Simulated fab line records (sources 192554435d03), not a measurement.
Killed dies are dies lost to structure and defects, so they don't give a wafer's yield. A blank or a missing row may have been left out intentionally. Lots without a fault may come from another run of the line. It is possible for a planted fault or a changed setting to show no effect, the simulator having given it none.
Matching of chambers ; flow n5Finfet ; cmp-02 running N5_BEOL_M8_CMP_52: 4 sister chambers
The step polishes, stops on SiCOH lowk, t overpolish 6.9 s, target thk 80 nm. 20 wafers are shown with their chamber, then 10 later ones without.

== EACH WAFER AND ITS CHAMBER ==
wafer;chamber;motorCurrentA (A);timeToEndpointS (s);overpolishRunS (s)
L076.1;1;5.7;61;6.887
L076.3;3;5.7;63;6.897
L076.5;1;5.3;61;6.898
L080.1;0;6.3;62;6.902
L080.4;3;5.5;61;6.891
L080.5;2;6.1;64;6.894
L084.2;0;6.1;60;6.879
L084.3;2;6.0;62;6.893
L084.5;1;5.3;58;6.907
L085.3;3;5.3;65;6.896
L085.4;1;5.3;63;6.898
L085.5;0;5.9;68;6.890
L086.3;2;6.0;66;6.891
L086.5;2;5.8;67;6.902
L086.6;3;5.5;63;6.888
L089.3;0;6.7;63;6.886
L089.5;2;6.0;67;6.903
L089.6;3;5.6;64;6.903
L087.2;0;6.6;59;6.891
L087.3;1;5.4;55;6.905

SIGNATURES, as means of the wafers listed above
reading;chamber 0;chamber 1;chamber 2;chamber 3;scatter within a chamber
motorCurrentA;6.320;5.400;5.980;5.520;0.21
timeToEndpointS;62.40;59.60;65.20;63.20;2.69
overpolishRunS;6.88960;6.89900;6.89660;6.89500;0.00699
Rule: for a wafer and a chamber, the distance is found by dividing, reading by reading, the gap between the wafer's reading and the chamber's mean by the reading's scatter, squaring, summing and taking the root. The wafer belongs to the nearest chamber; if the next one is less than 2 further off, it can't be placed. How the scatter is found: for the shown wafers, subtract from each reading the mean of its chamber, square and add these, divide the total by (wafers less chambers), then take the root.

== WAFERS WITH NO CHAMBER GIVEN ==
wafer;motorCurrentA (A);timeToEndpointS (s);overpolishRunS (s)
L087.5;5.2;56;6.872
L093.1;6.3;65;6.888
L093.3;5.4;63;6.906
L093.5;6.0;68;6.895
L091.1;6.4;66;6.898
L091.2;5.3;57;6.897
L091.4;6.0;64;6.928
L096.2;5.9;62;6.896
L096.4;5.4;61;6.901
L096.6;5.8;62;6.914

== CHAMBER TAKEN BY EACH ==
wafer;from the rows above;in truth
L087.5;can't be placed: 1 or 3 or 2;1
L093.1;can't be placed: 0 or 2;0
L093.3;can't be placed: 1 or 3 or 2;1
L093.5;can't be placed: 2 or 0 or 3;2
L091.1;can't be placed: 0 or 2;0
L091.2;can't be placed: 1 or 3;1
L091.4;can't be placed: 2 or 3 or 1 or 0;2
L096.2;can't be placed: 2 or 3 or 0 or 1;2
L096.4;can't be placed: 1 or 3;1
L096.6;can't be placed: 2 or 1 or 3 or 0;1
Correctly placed: 0 of 10. Unplaceable from these rows: 10, with the true chamber sitting among the candidates in 10. Number placed wrongly: 0.
